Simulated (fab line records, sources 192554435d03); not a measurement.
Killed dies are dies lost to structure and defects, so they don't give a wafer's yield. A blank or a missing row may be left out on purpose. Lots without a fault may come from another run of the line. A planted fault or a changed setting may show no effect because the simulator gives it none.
Chamber matching | flow n5_finfet | N5_BEOL_M0_SAQP_ETCH_83 on rie_diel-04: 4 sister chambers
The step etches SiARC in CF4, target depth 39 nm, time 65 s. 4 wafers are shown with their chamber, then 7 later ones without.

WAFERS WITH THEIR CHAMBER
wafer  | chamber | showerhead_plenum_p_Torr (Torr)
L090.2 | 3       | 2.13
L090.6 | 2       | 2.00
L094.2 | 0       | 2.18
L094.3 | 1       | 2.14

WAFERS WITHOUT THEIR CHAMBER
wafer  | showerhead_plenum_p_Torr (Torr)
L094.5 | 2.18
L096.1 | 2.12
L096.3 | 2.14
L096.5 | 2.00
L097.1 | 2.17
L097.4 | 2.12
L097.5 | 2.17

WHICH CHAMBER EACH WENT THROUGH
wafer  | from the rows above     | in truth
L094.5 | 0                       | 0
L096.1 | can't be placed: 3 or 1 | 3
L096.3 | can't be placed: 1 or 3 | 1
L096.5 | 2                       | 2
L097.1 | 0                       | 0
L097.4 | can't be placed: 3 or 1 | 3
L097.5 | 0                       | 0
Placed correctly: 4 of 7. Can't be placed from these rows: 3 (the true chamber is among the candidates in 3). Placed wrongly: 0.
How it was worked out, from the rows above alone: a wafer's distance from a chamber is the root of the sum, over the readings, of the square of ((its reading less the chamber's mean) divided by the reading's scatter). The wafer belongs to the nearest chamber; if the next one is less than 2 further off, it can't be placed. A chamber's mean is the mean of its shown wafers. The scatter: with one shown wafer a chamber, the root of the mean of the squares of how far each hidden wafer lies from its nearest shown one.
